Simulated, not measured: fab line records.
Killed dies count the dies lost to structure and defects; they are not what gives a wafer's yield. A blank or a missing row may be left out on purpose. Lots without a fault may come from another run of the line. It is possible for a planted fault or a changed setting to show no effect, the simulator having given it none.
fab line records ; flow nand_harc
[record] lots = 5; wafers = 15; last_day = 33
route steps=1302 shown THIN_TSV@1283 END@1301
lots untouched by any fault: they come from a run of this same line in which no faults occurred
start_h: hours from the record's opening day to when the first of the lot's shown wafers began ; wait_h: time in hours since the lot's previous step ; " the same as in the row above ; L1.1+2: one row covering several wafers at once ; - value missing, or start not given ; * or withheld: withheld ; < > ~ a bound
route shown NAME@n: names a module that has steps shown in the file, with the first one's number in the route ; usual: mean and standard deviation over wafers with no fault ; same: alike in all rows ; chamber/n: place in a boat ; sites: per-site readings ; _std_site: the standard deviation of these ; _edge_site: mean of outer sites minus mean of inner sites ; radius_mm: how far each site lies from the wafer's centre ; mask NAME#n: copy n ; behind: the most recent tool/chamber to have shaped the wafer ; hold: reason for holding the lot/hours on hold/outcome of the hold ; device: whichever transistor did not switch (one of n, p or np) ; end of line: the same wafers' tests at the end of the route ; a step without rows: its recipe alone ; killed: at the first sort, the dies lost to defects and structure; wafer yield is something else ; map: dies across one wafer; x = killed, . = not, _ = none there
set.NAME: the setting that was run; set.NAME@STEP: the one run at that earlier step ; model.NAME: the simulator's own value behind a step, which no gauge read
a table for each step, a row for each wafer; lots at some steps of the route
services: from which hour (start_h, from the record's first day; less than 0 if before it) a tool's chamber was out of use, for how many hours, and why
[[steps]]
[step NHARC_THIN_TSV_DEHYDRATE_25]
[recipe] temp_c = 150; time_s = 120
[usual] resist_line_temp_C = 22.98/0.1
lot.wafer;tool;chamber;start_h;wait_h;resist_line_temp_C
L080.1;litho_track-05;0;617.68;-;22.95
L080.2;litho_track-05;0;617.68;-;22.75
L080.4;litho_track-05;0;617.68;-;23.04
L082.3;litho_track-02;0;633.19;-;23.22
L082.5;litho_track-02;0;633.19;-;23.08
L082.6;litho_track-02;0;633.19;-;23.10
L087.2;litho_track-03;0;683.43;-;22.80
L087.5;litho_track-03;0;683.43;-;22.99
L087.6;litho_track-03;0;683.43;-;23.05
L090.2;litho_track-03;0;699.86;-;22.76
L090.3;litho_track-03;0;699.86;-;22.96
L090.5;litho_track-03;0;699.86;-;22.88
L095.2;litho_track-02;0;768.27;-;22.79
L095.4;litho_track-02;0;768.27;-;22.88
L095.5;litho_track-02;0;768.27;-;22.95
[step NHARC_THIN_TSV_HMDS_26]
[recipe] time_s = 30
[usual] resist_line_temp_C = 23.03/0.098
lot.wafer;tool;chamber;start_h;wait_h;resist_line_temp_C
L080.1;litho_track-05;0;-;-;22.97
L080.2;litho_track-05;0;-;-;23.03
L080.4;litho_track-05;0;-;-;23.10
L082.3;litho_track-02;0;-;-;23.23
L082.5;litho_track-02;0;-;-;23.30
L082.6;litho_track-02;0;-;-;23.07
L087.2;litho_track-03;0;-;-;23.15
L087.5;litho_track-03;0;-;-;23.15
L087.6;litho_track-03;0;-;-;23.10
L090.2;litho_track-03;0;-;-;23.04
L090.3;litho_track-03;0;-;-;23.12
L090.5;litho_track-03;0;-;-;22.94
L095.2;litho_track-02;0;-;-;23.06
L095.4;litho_track-02;0;-;-;23.04
L095.5;litho_track-02;0;-;-;22.90
[step NHARC_THIN_TSV_COAT_27]
[recipe] spin_rpm = *
[usual] resist_line_temp_C = 23.02/0.11
lot.wafer;tool;chamber;start_h;wait_h;resist_line_temp_C
L080.1;litho_track-05;0;-;-;23.00
L080.2;litho_track-05;0;-;-;22.95
L080.4;litho_track-05;0;-;-;22.95
L082.3;litho_track-02;0;-;-;23.06
L082.5;litho_track-02;0;-;-;23.23
L082.6;litho_track-02;0;-;-;23.07
L087.2;litho_track-03;0;-;-;23.01
L087.5;litho_track-03;0;-;-;22.99
L087.6;litho_track-03;0;-;-;23.00
L090.2;litho_track-03;0;-;-;23.08
L090.3;litho_track-03;0;-;-;23.08
L090.5;litho_track-03;0;-;-;23.16
L095.2;litho_track-02;0;-;-;22.92
L095.4;litho_track-02;0;-;-;23.06
L095.5;litho_track-02;0;-;-;22.87
[step NHARC_THIN_TSV_SOFTBAKE_28]
[recipe] temp_c = 122; time_s = 95
[usual] resist_line_temp_C = 23.00/0.11
lot.wafer;tool;chamber;start_h;wait_h;resist_line_temp_C
L080.1;litho_track-05;0;-;-;23.09
L080.2;litho_track-05;0;-;-;23.08
L080.4;litho_track-05;0;-;-;22.89
L082.3;litho_track-02;0;-;-;23.05
L082.5;litho_track-02;0;-;-;22.96
L082.6;litho_track-02;0;-;-;23.04
L087.2;litho_track-03;0;-;-;22.90
L087.5;litho_track-03;0;-;-;23.00
L087.6;litho_track-03;0;-;-;23.06
L090.2;litho_track-03;0;-;-;22.97
L090.3;litho_track-03;0;-;-;22.95
L090.5;litho_track-03;0;-;-;22.90
L095.2;litho_track-02;0;-;-;22.97
L095.4;litho_track-02;0;-;-;23.17
L095.5;litho_track-02;0;-;-;23.19
[step NHARC_THIN_TSV_EBR_29]
[usual] resist_line_temp_C = 22.98/0.098
lot.wafer;tool;chamber;start_h;wait_h;resist_line_temp_C
L080.1;litho_track-05;0;-;-;22.80
L080.2;litho_track-05;0;-;-;23.03
L080.4;litho_track-05;0;-;-;23.06
L082.3;litho_track-02;0;-;-;23.06
L082.5;litho_track-02;0;-;-;22.99
L082.6;litho_track-02;0;-;-;22.85
L087.2;litho_track-03;0;-;-;22.87
L087.5;litho_track-03;0;-;-;22.90
L087.6;litho_track-03;0;-;-;22.87
L090.2;litho_track-03;0;-;-;22.98
L090.3;litho_track-03;0;-;-;23.04
L090.5;litho_track-03;0;-;-;23.04
L095.2;litho_track-02;0;-;-;22.86
L095.4;litho_track-02;0;-;-;22.93
L095.5;litho_track-02;0;-;-;22.78
[step NHARC_THIN_TSV_EXPOSE_30]
[recipe] na = 0.55; dose_mj = 11.47; mask_id = PAD
[usual] focus_offset_nm = -0.1/0.48; stage_vel_mm_s = 499.96/0.26
lot.wafer;tool;chamber;start_h;wait_h;mask;focus_offset_nm;stage_vel_mm_s
L080.1;krf_scanner-02;0;617.82;-;PAD#0;0.0;500.17
L080.2;krf_scanner-02;0;617.82;-;PAD#0;0.1;499.99
L080.4;krf_scanner-02;0;617.82;-;PAD#0;0.2;500.08
L082.3;krf_scanner-02;0;633.35;-;PAD#0;-0.1;500.36
L082.5;krf_scanner-02;0;633.35;-;PAD#0;0.2;500.71
L082.6;krf_scanner-02;0;633.35;-;PAD#0;-0.4;500.69
L087.2;krf_scanner-04;0;683.71;-;PAD#0;1.3;500.10
L087.5;krf_scanner-04;0;683.71;-;PAD#0;0.1;499.83
L087.6;krf_scanner-04;0;683.71;-;PAD#0;0.3;499.80
L090.2;krf_scanner-02;0;700.01;-;PAD#0;-1.3;499.92
L090.3;krf_scanner-02;0;700.01;-;PAD#0;-0.1;500.02
L090.5;krf_scanner-02;0;700.01;-;PAD#0;-0.6;500.04
L095.2;krf_scanner-02;0;768.42;-;PAD#0;-0.2;499.71
L095.4;krf_scanner-02;0;768.42;-;PAD#0;0.4;499.71
L095.5;krf_scanner-02;0;768.42;-;PAD#0;-0.8;499.41
[step NHARC_THIN_TSV_PEB_31]
[recipe] peb_temp_c = 118; peb_time_s = 85
[usual] resist_line_temp_C = 23.03/0.11
lot.wafer;tool;chamber;start_h;wait_h;resist_line_temp_C
L080.1;litho_track-03;0;617.89;0.1;23.10
L080.2;litho_track-03;0;617.89;0.1;23.29
L080.4;litho_track-03;0;617.89;0.1;23.17
L082.3;litho_track-02;0;633.40;0.1;23.02
L082.5;litho_track-02;0;633.40;0.1;23.13
L082.6;litho_track-02;0;633.40;0.1;23.21
L087.2;litho_track-02;0;683.77;0.1;23.17
L087.5;litho_track-02;0;683.77;0.1;23.04
L087.6;litho_track-02;0;683.77;0.1;22.96
L090.2;litho_track-02;0;700.07;0.1;23.06
L090.3;litho_track-02;0;700.07;0.1;22.88
L090.5;litho_track-02;0;700.07;0.1;23.02
L095.2;litho_track-05;0;768.48;0.1;22.89
L095.4;litho_track-05;0;768.48;0.1;22.99
L095.5;litho_track-05;0;768.48;0.1;23.07
[step NHARC_THIN_TSV_DEVELOP_32]
[recipe] time_s = 70
[usual] resist_line_temp_C = 22.98/0.12
lot.wafer;tool;chamber;start_h;wait_h;resist_line_temp_C
L080.1;litho_track-03;0;-;-;22.96
L080.2;litho_track-03;0;-;-;23.05
L080.4;litho_track-03;0;-;-;22.94
L082.3;litho_track-02;0;-;-;22.98
L082.5;litho_track-02;0;-;-;23.03
L082.6;litho_track-02;0;-;-;23.14
L087.2;litho_track-02;0;-;-;22.95
L087.5;litho_track-02;0;-;-;22.89
L087.6;litho_track-02;0;-;-;22.92
L090.2;litho_track-02;0;-;-;22.82
L090.3;litho_track-02;0;-;-;22.66
L090.5;litho_track-02;0;-;-;22.89
L095.2;litho_track-05;0;-;-;23.14
L095.4;litho_track-05;0;-;-;22.90
L095.5;litho_track-05;0;-;-;22.90
[step NHARC_THIN_TSV_CD_MEAS_33]
[recipe] target_cd_nm = 5000; landing_energy_ev = 500
[usual] cd_nm = 4999.6/1.9
lot.wafer;tool;chamber;start_h;wait_h;cd_nm
L080.1;cd_sem-02;0;617.98;-;4999.6
L080.2;cd_sem-02;0;617.98;-;5001.4
L080.4;cd_sem-02;0;617.98;-;4998.6
L082.3;cd_sem-01;0;633.50;-;5000.0
L082.5;cd_sem-01;0;633.50;-;4997.2
L082.6;cd_sem-01;0;633.50;-;4999.2
L087.2;cd_sem-01;0;683.86;-;4999.5
L087.5;cd_sem-01;0;683.86;-;4998.8
L087.6;cd_sem-01;0;683.86;-;5000.5
L090.2;cd_sem-02;0;700.17;-;4999.1
L090.3;cd_sem-02;0;700.17;-;4999.0
L090.5;cd_sem-02;0;700.17;-;4999.0
L095.2;cd_sem-01;0;768.57;-;4996.9
L095.4;cd_sem-01;0;768.57;-;4999.8
L095.5;cd_sem-01;0;768.57;-;4997.4
[step NHARC_THIN_TSV_HARDBAKE_34]
[recipe] temp_c = 125; time_s = 80
[usual] resist_line_temp_C = 23.01/0.11
lot.wafer;tool;chamber;start_h;wait_h;resist_line_temp_C
L080.1;litho_track-05;0;618.06;-;22.94
L080.2;litho_track-05;0;618.06;-;23.01
L080.4;litho_track-05;0;618.06;-;22.90
L082.3;litho_track-02;0;633.58;-;23.05
L082.5;litho_track-02;0;633.58;-;23.04
L082.6;litho_track-02;0;633.58;-;23.04
L087.2;litho_track-05;0;683.94;-;22.95
L087.5;litho_track-05;0;683.94;-;23.18
L087.6;litho_track-05;0;683.94;-;23.03
L090.2;litho_track-05;0;700.25;-;23.03
L090.3;litho_track-05;0;700.25;-;22.87
L090.5;litho_track-05;0;700.25;-;22.96
L095.2;litho_track-02;0;768.65;-;22.98
L095.4;litho_track-02;0;768.65;-;22.89
L095.5;litho_track-02;0;768.65;-;22.92
[step NHARC_THIN_TSV_DESCUM_35]
[recipe] time_s = 3; o2_flow_sccm = 200; ar_flow_sccm = 0; bias_power_w = 0; chemistry = O2
[usual] drypump_motor_current_A = 5.65/0.24; oes_product_au = 1.000/0.012; rf_vpp_V = 57.8/0.91; showerhead_plenum_p_Torr = 1.93/0.078; throttle_valve_pct = 11.312/0.0093
[same] bias_power_w = 0
lot.wafer;tool;chamber;start_h;wait_h;drypump_motor_current_A;oes_product_au;rf_hours_counter_h;rf_vpp_V;showerhead_plenum_p_Torr;throttle_valve_pct
L080.1;rie_diel-01;3;618.15;-;5.86;1.000;4.5;56.6;1.84;11.308
L080.2;rie_diel-01;0;618.15;-;5.80;1.010;4.7;58.9;2.03;11.307
L080.4;rie_diel-01;1;618.15;-;5.22;0.998;4.5;58.3;1.87;11.307
L082.3;rie_diel-01;1;633.65;-;5.21;0.989;4.9;57.5;1.87;11.291
L082.5;rie_diel-01;1;633.65;-;5.22;0.993;-;57.5;1.87;11.308
L082.6;rie_diel-01;2;633.65;-;5.47;0.983;-;56.9;1.93;11.328
L087.2;rie_diel-03;2;684.02;-;5.47;1.018;2.5;57.0;1.91;11.323
L087.6;rie_diel-03;2;684.02;-;5.53;1.013;-;59.3;1.91;11.297
L087.5;rie_diel-03;3;684.02;-;6.14;1.018;-;58.1;2.04;11.310
L090.2;rie_diel-01;1;700.33;-;5.22;1.001;8.3;57.8;1.87;11.326
L090.3;rie_diel-01;0;700.33;-;5.83;1.010;8.6;58.3;2.02;11.302
L090.5;rie_diel-01;1;700.33;-;5.22;0.997;-;58.8;1.87;11.314
L095.2;rie_diel-06;0;768.76;-;5.51;0.988;4.0;58.6;1.84;11.295
L095.5;rie_diel-06;3;768.76;-;5.42;1.004;-;56.6;1.88;11.309
L095.4;rie_diel-06;0;768.76;-;5.52;0.991;-;57.3;1.84;11.309
[step NHARC_THIN_TSV_ETCH_59]
[recipe] target_depth_a = 8800; icp_w = 900; bias_w = 100; Cl2_flow_sccm = 60; bcl3_flow_sccm = 30; time_s = 138.1; chemistry = Cl2/BCl3
[usual] drypump_motor_current_A = 5.7/0.57; he_backside_leak_sccm = 3.38/0.18; oes_product_au = 0.992/0.01; throttle_valve_pct = 22.263/0.0093
lot.wafer;tool;chamber;start_h;wait_h;drypump_motor_current_A;he_backside_leak_sccm;oes_product_au;rf_hours_counter_h;throttle_valve_pct
L080.1;rie_metal-01;1;618.26;0.1;6.4;3.46;0.986;0.5;22.270
L080.2;rie_metal-01;0;618.26;0.1;5.4;3.17;0.992;0.5;22.264
L080.4;rie_metal-01;1;618.26;0.1;6.4;3.43;0.987;-;22.259
L082.3;rie_metal-01;0;633.85;0.2;5.4;3.12;0.987;-;22.271
L082.6;rie_metal-01;0;633.85;0.2;5.4;3.22;0.985;-;22.251
L082.5;rie_metal-01;1;633.85;0.2;6.4;3.47;0.981;-;22.243
L087.2;rie_metal-02;1;684.14;0.1;6.2;2.99;1.009;0.6;22.235
L087.6;rie_metal-02;1;684.14;0.1;6.2;3.18;0.998;-;22.257
L087.5;rie_metal-02;0;684.14;0.1;4.9;3.64;0.987;-;22.259
L090.2;rie_metal-01;0;700.49;0.1;5.4;3.33;0.988;2.0;22.259
L090.3;rie_metal-01;0;700.49;0.1;5.3;3.27;0.990;-;22.265
L090.5;rie_metal-01;1;700.49;0.1;6.4;3.39;0.987;-;22.265
L095.2;rie_metal-02;0;768.88;0.1;4.9;3.27;0.985;2.5;22.251
L095.4;rie_metal-02;1;768.88;0.1;6.2;3.19;0.983;-;22.254
L095.5;rie_metal-02;0;768.88;0.1;4.9;3.34;0.983;-;22.253
[step NHARC_THIN_TSV_ETCH_36]
[recipe] target_depth_a = 650; over_etch_frac = 0.3; time_s = 18.571; ion_energy_ev = 150; chemistry = Cl2/BCl3
[usual] drypump_motor_current_A = 5.7/0.57; he_backside_leak_sccm = 3.39/0.24; oes_product_au = 0.993/0.0093
lot.wafer;tool;chamber;start_h;wait_h;drypump_motor_current_A;he_backside_leak_sccm;oes_product_au;rf_hours_counter_h
L080.1;rie_metal-01;1;618.52;0.2;6.4;3.34;0.987;0.7
L080.2;rie_metal-01;0;618.52;0.2;5.4;2.93;0.993;0.7
L080.4;rie_metal-01;1;618.52;0.2;6.4;3.46;1.000;-
L082.3;rie_metal-01;0;634.05;0.2;5.4;3.20;0.993;-
L082.6;rie_metal-01;0;634.05;0.2;5.4;3.27;0.989;-
L082.5;rie_metal-01;1;634.05;0.2;6.4;3.45;0.990;-
L087.2;rie_metal-02;1;684.41;0.2;6.1;3.24;0.984;0.7
L087.5;rie_metal-02;0;684.41;0.2;4.9;3.59;0.977;-
L087.6;rie_metal-02;1;684.41;0.2;6.1;3.13;0.982;-
L090.2;rie_metal-01;1;700.72;0.2;6.4;3.36;0.992;2.1
L090.3;rie_metal-01;1;700.72;0.2;6.4;3.33;0.980;-
L090.5;rie_metal-01;1;700.72;0.2;6.4;3.33;0.984;-
L095.2;rie_metal-02;1;769.14;0.2;6.2;3.24;0.993;2.6
L095.4;rie_metal-02;1;769.14;0.2;6.2;3.29;0.991;-
L095.5;rie_metal-02;0;769.14;0.2;4.9;3.57;0.986;-
[step NHARC_THIN_TSV_STRIP_56]
[recipe] power_w = 1500; temp_c = 250; chemistry = O2
[usual] drypump_motor_current_A = 6.1/0.6; heater_power_w = 356/35
lot.wafer;tool;chamber;start_h;wait_h;drypump_motor_current_A;heater_power_w;rf_hours_counter_h
L080.1;plasma_asher-02;1;618.62;0.1;6.3;296;1
L080.2;plasma_asher-02;0;618.62;0.1;5.1;369;1
L080.4;plasma_asher-02;0;618.62;0.1;5.1;361;-
L082.3;plasma_asher-02;0;634.23;0.2;5.1;355;-
L082.5;plasma_asher-02;0;634.23;0.2;5.1;351;-
L082.6;plasma_asher-02;1;634.23;0.2;6.3;304;-
L087.2;plasma_asher-02;0;684.55;0.1;5.1;363;17
L087.5;plasma_asher-02;1;684.55;0.1;6.3;300;-
L087.6;plasma_asher-02;0;684.55;0.1;5.1;358;-
L090.2;plasma_asher-02;1;700.86;0.1;6.3;300;20
L090.3;plasma_asher-02;0;700.86;0.1;5.1;364;-
L090.5;plasma_asher-02;1;700.86;0.1;6.3;295;-
L095.2;plasma_asher-01;1;769.24;0.1;6.4;393;12
L095.4;plasma_asher-01;1;769.24;0.1;6.4;406;-
L095.5;plasma_asher-01;1;769.24;0.1;6.4;397;-
[step NHARC_THIN_TSV_STRIP_57]
[recipe] time_s = 1200; temp_c = 72.5; chemistry = post_etch_residue_remover
[usual] bath_heat_duty_pct = 14.2/1.5
lot.wafer;tool;chamber;start_h;wait_h;bath_heat_duty_pct
L080.4;wet_bench-08;7;618.97;0.2;15.6
L080.2;wet_bench-08;1;618.97;0.2;13.8
L080.1;wet_bench-08;4;618.97;0.2;14.7
L082.3;wet_bench-10;6;634.48;0.2;15.9
L082.6;wet_bench-10;7;634.48;0.2;14.5
L082.5;wet_bench-10;0;634.48;0.2;12.9
L087.6;wet_bench-08;6;684.85;0.1;12.0
L087.5;wet_bench-08;0;684.85;0.1;13.3
L087.2;wet_bench-08;2;684.85;0.1;13.3
L090.5;wet_bench-10;4;701.16;0.1;16.2
L090.3;wet_bench-10;5;701.16;0.1;14.2
L090.2;wet_bench-10;1;701.16;0.1;13.5
L095.4;wet_bench-10;5;769.59;0.2;14.7
L095.5;wet_bench-10;0;769.59;0.2;14.8
L095.2;wet_bench-10;2;769.59;0.2;15.8
[step NHARC_THIN_TSV_CD_MEAS_37]
[usual] cd_nm = 4998.6/2.7
lot.wafer;tool;chamber;start_h;wait_h;cd_nm
L080.1;cd_sem-03;-;619.41;-;5000.4
L080.2;cd_sem-03;-;619.41;-;5000.9
L080.4;cd_sem-03;-;619.41;-;4998.3
L082.3;cd_sem-03;-;634.93;-;4999.2
L082.5;cd_sem-03;-;634.93;-;4997.8
L082.6;cd_sem-03;-;634.93;-;4995.3
L087.2;cd_sem-01;-;685.30;-;4995.7
L087.5;cd_sem-01;-;685.30;-;4996.0
L087.6;cd_sem-01;-;685.30;-;4994.7
L090.2;cd_sem-03;-;701.61;-;5001.0
L090.3;cd_sem-03;-;701.61;-;5000.1
L090.5;cd_sem-03;-;701.61;-;5000.4
L095.2;cd_sem-01;-;770.03;-;4995.4
L095.4;cd_sem-01;-;770.03;-;4995.5
L095.5;cd_sem-01;-;770.03;-;5000.0
[step NHARC_THIN_TSV_ANNEAL_58]
[recipe] temp_c = 400; time_s = 1800
[usual] spike_tc_top_C = 428.8/1.6; tube_center_temp_C_max = 401.03/0.16; zone_power_top_pct = 10.3/0.67
lot.wafer;tool;chamber;start_h;wait_h;spike_tc_top_C;tube_center_temp_C_max;zone_power_top_pct
L080.1;furnace-08;0;622.49;3.1;428.9;401.00;9.7
L080.2;furnace-08;0;622.49;3.1;427.7;401.20;9.9
L080.4;furnace-08;0;622.49;3.1;427.2;400.97;10.1
L082.3;furnace-03;0;638.13;3.2;432.2;401.11;10.2
L082.5;furnace-03;0;638.13;3.2;429.9;401.02;10.3
L082.6;furnace-03;0;638.13;3.2;430.1;401.25;10.2
L087.2;furnace-08;0;688.63;3.3;429.4;401.53;9.7
L087.5;furnace-08;0;688.63;3.3;428.4;400.99;9.7
L087.6;furnace-08;0;688.63;3.3;429.3;400.97;9.7
L090.2;furnace-08;0;705.44;3.8;428.0;401.14;9.7
L090.3;furnace-08;0;705.44;3.8;428.0;400.82;9.6
L090.5;furnace-08;0;705.44;3.8;427.9;401.43;9.8
L095.2;furnace-08;0;773.31;3.3;426.6;401.19;9.8
L095.4;furnace-08;0;773.31;3.3;430.6;400.84;9.6
L095.5;furnace-08;0;773.31;3.3;428.1;401.17;9.7
[step NHARC_THIN_TSV_INSPECT_40]
[usual] raw_defect_count = 548/83
lot.wafer;tool;chamber;start_h;wait_h;raw_defect_count
L080.1;defect_inspect-02;-;623.93;0.4;703
L080.2;defect_inspect-02;-;623.93;0.4;602
L080.4;defect_inspect-02;-;623.93;0.4;660
L082.3;defect_inspect-02;-;639.59;0.4;484
L082.5;defect_inspect-02;-;639.59;0.4;497
L082.6;defect_inspect-02;-;639.59;0.4;696
L087.2;defect_inspect-01;-;690.07;0.4;529
L087.5;defect_inspect-01;-;690.07;0.4;504
L087.6;defect_inspect-01;-;690.07;0.4;481
L090.2;defect_inspect-01;-;706.90;0.4;554
L090.3;defect_inspect-01;-;706.90;0.4;571
L090.5;defect_inspect-01;-;706.90;0.4;661
L095.2;defect_inspect-02;-;774.73;0.4;437
L095.4;defect_inspect-02;-;774.73;0.4;465
L095.5;defect_inspect-02;-;774.73;0.4;479
[step NHARC_END_WLT_00]
[usual] VT_DECK1_BOTTOM = 0.873/0.0087; VT_DECK1_BOTTOM_INNER = 0.872/0.0092; VT_DECK1_MEDIAN_NEAR_BOTTOM = 0.874/0.0088; VT_DECK1_MEDIAN_NEAR_BOTTOM_INNER = 0.874/0.0088; VT_DECK1_MIDDLE = 0.886/0.0092; VT_DECK1_MIDDLE_INNER = 0.886/0.0085; VT_DECK1_TOP = 0.897/0.0091; VT_DECK1_TOP_INNER = 0.897/0.0087; VT_DECK2_BOTTOM = 0.871/0.0077; VT_DECK2_BOTTOM_INNER = 0.870/0.0079; VT_DECK2_MEDIAN_NEAR_BOTTOM = 0.872/0.0076; VT_DECK2_MEDIAN_NEAR_BOTTOM_INNER = 0.872/0.0076; VT_DECK2_MIDDLE = 0.883/0.008; VT_DECK2_MIDDLE_INNER = 0.883/0.0082; VT_DECK2_TOP = 0.896/0.0076; VT_DECK2_TOP_INNER = 0.895/0.0085
lot.wafer;tool;chamber;start_h;wait_h;VT_DECK1_BOTTOM;VT_DECK1_BOTTOM_INNER;VT_DECK1_MEDIAN_NEAR_BOTTOM;VT_DECK1_MEDIAN_NEAR_BOTTOM_INNER;VT_DECK1_MIDDLE;VT_DECK1_MIDDLE_INNER;VT_DECK1_TOP;VT_DECK1_TOP_INNER;VT_DECK2_BOTTOM;VT_DECK2_BOTTOM_INNER;VT_DECK2_MEDIAN_NEAR_BOTTOM;VT_DECK2_MEDIAN_NEAR_BOTTOM_INNER;VT_DECK2_MIDDLE;VT_DECK2_MIDDLE_INNER;VT_DECK2_TOP;VT_DECK2_TOP_INNER
L080.1;prober-01;-;623.98;0.0;0.873;0.870;0.862;0.867;0.871;0.880;0.884;0.889;0.867;0.864;0.868;0.872;0.878;0.878;0.893;0.891
L080.2;prober-01;-;623.98;0.0;0.865;0.877;0.865;0.873;0.878;0.867;0.890;0.891;0.859;0.860;0.864;0.864;0.881;0.882;0.896;0.898
L080.4;prober-01;-;625.52;1.6;0.859;0.864;0.858;0.868;0.872;0.881;0.887;0.890;0.877;0.869;0.874;0.870;0.879;0.873;0.899;0.893
L082.3;prober-01;-;640.63;1.0;0.876;0.871;0.877;0.877;0.886;0.886;0.894;0.893;0.869;0.871;0.866;0.878;0.882;0.888;0.899;0.899
L082.5;prober-01;-;641.64;2.0;0.877;0.882;0.878;0.876;0.877;0.889;0.893;0.893;0.871;0.875;0.880;0.876;0.887;0.894;0.903;0.912
L082.6;prober-01;-;641.64;2.0;0.872;0.870;0.867;0.875;0.874;0.891;0.892;0.892;0.878;0.878;0.876;0.883;0.895;0.888;0.904;0.910
L087.2;prober-01;-;690.62;0.5;0.876;0.864;0.869;0.875;0.881;0.877;0.891;0.889;0.854;0.860;0.862;0.867;0.871;0.864;0.891;0.885
L087.5;prober-01;-;692.13;2.1;0.868;0.866;0.859;0.868;0.880;0.882;0.897;0.894;0.869;0.871;0.875;0.869;0.881;0.880;0.895;0.895
L087.6;prober-01;-;692.13;2.1;0.880;0.872;0.874;0.883;0.888;0.889;0.896;0.893;0.868;0.872;0.871;0.864;0.886;0.878;0.895;0.886
L090.2;prober-02;-;707.46;0.6;0.877;0.882;0.875;0.870;0.899;0.884;0.906;0.899;0.870;0.881;0.876;0.880;0.891;0.900;0.903;0.904
L090.3;prober-02;-;707.46;0.6;0.886;0.876;0.885;0.886;0.899;0.890;0.900;0.908;0.875;0.881;0.879;0.885;0.890;0.892;0.892;0.898
L090.5;prober-02;-;708.96;2.1;0.877;0.880;0.883;0.883;0.898;0.893;0.900;0.906;0.876;0.880;0.874;0.875;0.886;0.884;0.903;0.895
L095.2;prober-01;-;775.28;0.5;0.867;0.871;0.873;0.872;0.890;0.873;0.897;0.899;0.856;0.865;0.867;0.872;0.883;0.881;0.890;0.894
L095.4;prober-01;-;776.29;1.6;0.860;0.869;0.869;0.874;0.891;0.879;0.895;0.898;0.870;0.862;0.876;0.864;0.883;0.881;0.895;0.897
L095.5;prober-01;-;776.29;1.6;0.879;0.869;0.872;0.860;0.888;0.882;0.892;0.895;0.881;0.869;0.875;0.868;0.889;0.890;0.899;0.890
[step NHARC_END_SORT_01]
[recipe] temp_c = 25
[usual] defect_limited_yield = 90.6/2.9; killed_at_array = 59/20; killed_at_other = 0.8/1.2; killed_at_periphery = 3.5/2.2; killed_dies = 63/20; killed_open = 3.3/1.8; killed_short = 2.6/1.7
[same] gross_dies = 677
lot.wafer;tool;chamber;start_h;wait_h;defect_limited_yield[%];killed_at_array;killed_at_other;killed_at_periphery;killed_dies;killed_open;killed_short
L082.3;prober-01;0;644.26;3.1;94.1;37;1;2;40;4;5
L082.5;prober-01;0;645.87;3.7;94.7;34;1;1;36;4;2
L082.6;prober-01;0;646.68;4.0;94.5;33;1;3;37;2;4
// killed by level:class
L082.3 A_CHANNEL_HOLE_D2:chamber_film_flake=11 A_CONTACT:chamber_film_flake=5 A_CHANNEL_HOLE_D1:chamber_film_flake=4 A_CHANNEL_FILL_D2:chamber_film_flake=4 A_STAIRCASE:chamber_film_flake=2 A_SLIT:chamber_film_flake=2 A_BONDPAD:chamber_film_flake=2 P_M1:geometric_particle:short=1
L082.5 A_CHANNEL_HOLE_D2:chamber_film_flake=11 A_CONTACT:chamber_film_flake=6 A_CHANNEL_HOLE_D1:chamber_film_flake=3 A_CHANNEL_FILL_D2:chamber_film_flake=3 A_BONDPAD:chamber_film_flake=3 A_CHANNEL_FILL_D1:chamber_film_flake=2 P_M0:geometric_particle:open=1 A_CHANNEL_HOLE_D2:geometric_particle:open=1
L082.6 A_CHANNEL_HOLE_D2:chamber_film_flake=19 A_CHANNEL_FILL_D2:chamber_film_flake=4 A_CHANNEL_HOLE_D1:chamber_film_flake=3 A_CHANNEL_FILL_D2:geometric_particle:short=2 P_M0:geometric_particle:short=1 P_M0:geometric_particle:open=1 A_CHANNEL_FILL_D2:geometric_particle:open=1 P_ZERO_WELL:chamber_film_flake=1
[[services]]
tool;chamber;start_h;hours;kind
krf_scanner-02;-;595.36;1.3;repair
krf_scanner-04;-;597.04;2.1;repair
plasma_asher-02;-;603.00;9.0;pm
krf_scanner-02;-;610.00;4.0;pm
furnace-08;-;624.30;48.2;repair
litho_track-03;-;625.00;7.0;pm
rie_metal-02;-;631.05;9.0;pm
rie_diel-03;-;635.30;9.0;pm
wet_bench-08;-;646.40;8.0;pm
litho_track-05;-;649.00;7.0;pm
rie_metal-01;-;660.35;0.4;repair
rie_diel-06;-;661.30;9.0;pm
wet_bench-10;-;663.20;8.0;pm
krf_scanner-02;-;663.97;9.5;repair
rie_diel-03;1;664.96;4.9;repair
rie_diel-03;3;688.27;2.8;repair
plasma_asher-01;-;696.20;9.0;pm
krf_scanner-04;-;698.00;4.0;pm
rie_diel-03;3;704.20;15.2;repair
rie_metal-01;-;705.38;1.4;repair
rie_diel-01;1;714.76;2.4;repair
rie_diel-01;-;734.93;9.0;pm
litho_track-02;-;752.00;7.0;pm
rie_metal-01;-;752.06;9.0;pm
[[key]]
fault none
